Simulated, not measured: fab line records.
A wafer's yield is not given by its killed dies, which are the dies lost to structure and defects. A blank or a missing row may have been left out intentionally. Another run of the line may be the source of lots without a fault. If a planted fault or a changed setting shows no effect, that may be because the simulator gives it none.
One fault through the eyes of 2 desks + flow n5-finfet + what lay behind the numbers comes last; until then each desk has only its own

FROM THE METROLOGY DESK
What the gauges read for every lot (on any tool): the sampled wafers with a number, averaged. If a lot's mean is further than 4 standard deviations from the usual mean, the lot is out of limits and carries the mark OUT (the distance appears in the brackets).
Columns: A = cd-nm at N5_BEOL_M11_CD_MEAS_28, usual 69.6 nm; B = V10_OVL at N5_BEOL_M11_OVL_MEAS_29, usual 0.1 nm
| lot  | first seen here | A    | B              |
|------|-----------------|------|----------------|
| L115 | day 10 18:53    | 69.5 | 0.2            |
| L118 | day 11 14:02    | 69.3 | -0.2           |
| L121 | day 12 08:04    | 69.0 | 0.4            |
| L122 | day 12 16:14    | 68.0 | 9.6 (+15) OUT  |
| L124 | day 13 06:54    | 70.6 | 10.0 (+15) OUT |
| L125 | day 13 10:10    | 69.5 | 8.9 (+14) OUT  |
| L126 | day 13 19:32    | 69.3 | 0.7            |
| L128 | day 13 19:43    | 69.6 | 0.2            |
| L132 | day 15 10:09    | 69.3 | -0.1           |
| L136 | day 16 10:01    | 69.4 | 0.2            |
| L137 | day 17 10:03    | 70.2 | 0.6            |
This desk's finding: out of limits on L122, L124, L125; first on L122, day 12 16:16 (V10_OVL at N5_BEOL_M11_OVL_MEAS_29). L115, L118, L121, L126, L128, L132, L136, L137: within limits.

THE DEFECT DESK
For each lot, the counts of the inspections along the route, averaged over the sampled wafers that have a number. If a lot's mean is further than 4 standard deviations from the usual mean, the lot is out of limits and carries the mark OUT (the distance appears in the brackets).
Columns: A = raw-defect-count at N5_BEOL_M11_INSPECT_30, usual 469
| lot  | first seen here | A   |
|------|-----------------|-----|
| L115 | day 10 18:56    | 504 |
| L118 | day 11 14:06    | 435 |
| L121 | day 12 08:07    | 401 |
| L122 | day 12 16:17    | 422 |
| L124 | day 13 06:57    | 446 |
| L125 | day 13 10:14    | 359 |
| L126 | day 13 19:35    | 501 |
| L128 | day 13 19:46    | 422 |
| L132 | day 15 10:13    | 408 |
| L136 | day 16 10:04    | 548 |
| L137 | day 17 10:06    | 398 |
This desk's verdict: no lot among the 11 shows anything out of limits.

ALL TOGETHER
Metrology desk: alarm possible at day 12 16:16 on L122, L124, L125.
Nothing the defect desk looked at was out of limits.
The defect desk has L122, L124, L125 on record, within its limits.
Every lot named ran N5_BEOL_M11_EXPOSE_25 on arfi-scanner-03.

WHAT THE SIMULATOR PUT IN
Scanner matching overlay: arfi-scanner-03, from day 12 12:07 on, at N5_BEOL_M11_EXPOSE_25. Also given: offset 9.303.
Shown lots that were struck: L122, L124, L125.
Per desk, hours elapsed from the start of the fault to the first reading out of limits: for the metrology desk, 4.
